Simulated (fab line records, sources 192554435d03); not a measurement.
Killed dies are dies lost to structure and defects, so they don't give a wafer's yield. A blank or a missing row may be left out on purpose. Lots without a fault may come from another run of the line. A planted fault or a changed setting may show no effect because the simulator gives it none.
A struck lot beside a sound one | flow n5_finfet | 15 steps out of a route of 1938
Sound: wafers L539.2, L539.4, L539.5. Struck: wafer L547.4. (L547.1, L547.2 of the same lot were not struck and are left out.) The cause comes at the end.
At each step with rows: each side's tool, then ch and its chambers, then its first start. Under that, the readings that differ: sound wafers | struck wafers | difference of the means | sigmas: that difference in standard deviations of wafers without a fault.
alike: readings whose means differ by less than 2 such deviations, and words and numbers that are the same on both sides. not compared: withheld readings, readings that some wafer has no value for, bounds like >300 that may hide the same value, and numbers for which the record gives no deviation and whose values overlap.
The two part at a step that has a row with sigmas, a row that says differs or no value, or rows on one side only. Numbers that don't overlap but have no deviation are shown without sigmas and don't part them. A reading that every wafer of one side lacks parts them only if that side has two wafers or more.

N5_ZERO_LAYER_PECVD_02: deposits SiO2 from SiH4/N2O, target thk 10 nm, time 6 s.
  sound on pecvd-03 ch 0,1,2, day 3 12:17; struck on pecvd-03 ch 2, day 5 12:17
  alike: heater_power_w, showerhead_plenum_p_Torr
then, 8 steps without rows for these wafers: N5_ZERO_LAYER_HMDS_04 (time 60 s); N5_ZERO_LAYER_COAT_05 (resist thk 1000 nm); N5_ZERO_LAYER_EBR_07; N5_ZERO_LAYER_SOFTBAKE_06 (time 90 s); N5_ZERO_LAYER_EXPOSE_08 (exposes mask ZERO, defocus 0 nm, target cd 2000 nm); N5_ZERO_LAYER_PEB_09; N5_ZERO_LAYER_DEVELOP_10 (develop time 60 s); N5_ZERO_LAYER_HARDBAKE_23 (time 120 s).
N5_ZERO_LAYER_CD_MEAS_11: target cd 2000 nm.
  sound on cd_sem-02 ch 0, day 3 12:46; struck on cd_sem-02 ch 0, day 5 12:46
  alike: cd_nm
N5_ZERO_LAYER_DESCUM_16: chemistry O2, time 7.9 s.
  sound on rie_diel-01 ch 0,1,2, day 3 12:49; struck on rie_diel-06 ch 0, day 5 12:49
  reading                     | sound       | struck | difference | sigmas
  drypump_motor_current_A (A) | 5.6 5.4 5.7 | 6.5    | +0.9       | +3
  alike: o2_flow_sccm, oes_product_au, rf_vpp_V, showerhead_plenum_p_Torr, temp_c, throttle_valve_pct
  not compared: rf_hours_counter_h
N5_ZERO_LAYER_ETCH_17: etches SiO2 in CF4, target depth 12 nm, time 13.3 s.
  sound on rie_diel-01 ch 0,1,2, day 3 12:50; struck on rie_diel-06 ch 0, day 5 12:52
  reading                     | sound       | struck | difference | sigmas
  drypump_motor_current_A (A) | 5.6 5.4 5.7 | 6.5    | +0.9       | +3
  rf_vpp_V (V)                | 942 947 951 | 955    | +8         | +2
  alike: oes_product_au, rf_fwd_power_W, showerhead_plenum_p_Torr, throttle_valve_pct
  not compared: rf_hours_counter_h
N5_ZERO_LAYER_ETCH_18: etches Si in HBr/Cl2, target depth 120 nm, time 40 s.
  sound on rie_si-05 ch 0,2, day 3 12:55; struck on rie_si-01 ch 3, day 5 12:56
  reading                                | sound             | struck | difference | sigmas
  rf_fwd_power_W (W)                     | 796.0 794.9 793.4 | 989.8  | +195.0     | +67
  model.ZERO_LAYER.feature_depth_nm (nm) | 119.5 121.8 121.2 | 132.4  | +11.6      |
  model.etch.depth_nm (nm)               | 119.5 121.8 121.2 | 132.4  | +11.6      |
  alike: drypump_motor_current_A, oes_product_au, throttle_valve_pct
  not compared: rf_hours_counter_h
N5_ZERO_LAYER_STRIP_24: strips in O2.
  sound on plasma_asher-01 ch 0,1, day 3 13:01; struck on plasma_asher-01 ch 0, day 5 13:04
  reading               | sound             | struck | difference | sigmas
  oes_product_au (a.u.) | 0.646 0.640 0.641 | 0.653  | +0.011     | +3
  alike: drypump_motor_current_A, heater_power_w, o2_flow_sccm, strip_time_to_endpoint_s, temp_c
  not compared: rf_hours_counter_h
-- the record jumps here: 10 days lie between the struck wafers' starts before and after (it left off in module ZERO_LAYER and takes up again in module BEOL_M4, whose first step shown is number 1111 of the route) --
N5_BEOL_M4_RC_MEAS_101:
  sound on prober-02 ch 0, day 17 15:47; struck on prober-01 ch 0, day 15 15:17
  alike: DIBL_N, DIBL_P, IOFF_N, IOFF_P, ION_N, ION_P, SS_N, SS_P, VT_N, VT_P

WHERE THEY PART
First at N5_ZERO_LAYER_DESCUM_16; last, within this record, at N5_ZERO_LAYER_STRIP_24. Later steps at which nothing parts them and some readings are alike: N5_BEOL_M4_RC_MEAS_101.

WHY: what the simulator had put in
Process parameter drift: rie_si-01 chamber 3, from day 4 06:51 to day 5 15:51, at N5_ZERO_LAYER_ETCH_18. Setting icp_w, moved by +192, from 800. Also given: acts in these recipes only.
